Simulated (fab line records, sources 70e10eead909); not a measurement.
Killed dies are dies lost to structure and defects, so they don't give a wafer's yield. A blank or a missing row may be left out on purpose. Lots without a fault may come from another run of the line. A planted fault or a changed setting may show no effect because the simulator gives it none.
Which tool did it? | flow nand_harc | 6 lots, 18 wafers sampled, at 1 step of a route of 1302

WHAT THE GAUGES READ, wafer by wafer
NHARC_P_STI_OVL_MEAS_10.
lot  | measured     | on         | overlay_x_nm (nm)
L931 | day 3 09:01  | overlay-02 | 2 2 2
L934 | day 4 11:40  | overlay-01 | -5 -5 -5
L945 | day 9 00:36  | overlay-01 | 7 7 7
L947 | day 9 21:12  | overlay-01 | -3 -3 -3
L950 | day 11 04:01 | overlay-02 | 6 6 6
L952 | day 12 00:16 | overlay-01 | 9 9 9

WHICH TOOL RAN EACH LOT (tool, then ch and the chambers of the sampled wafers, then the start)
The record holds no process step before these readings.

THE ANSWER, worked out from the rows above alone
Rule: what is usual is taken from the lots themselves. Put in order of their means at a reading, lots are off if they are a third of the lots or fewer, leave a main group of 4 or more, and stand apart from it by a gap of 3 or more times the standard deviation of the main group's means; of several such gaps the widest counts. A main group whose means are all the same, to the digits that the tables above print for the reading, isn't used. A lot without any number at a reading at which 4 lots or more have one is off too. The other lots that the step has rows for count as sound.
No lot is off at any reading shown: from this, nothing can be told.

WHAT THE SIMULATOR HAD PUT IN
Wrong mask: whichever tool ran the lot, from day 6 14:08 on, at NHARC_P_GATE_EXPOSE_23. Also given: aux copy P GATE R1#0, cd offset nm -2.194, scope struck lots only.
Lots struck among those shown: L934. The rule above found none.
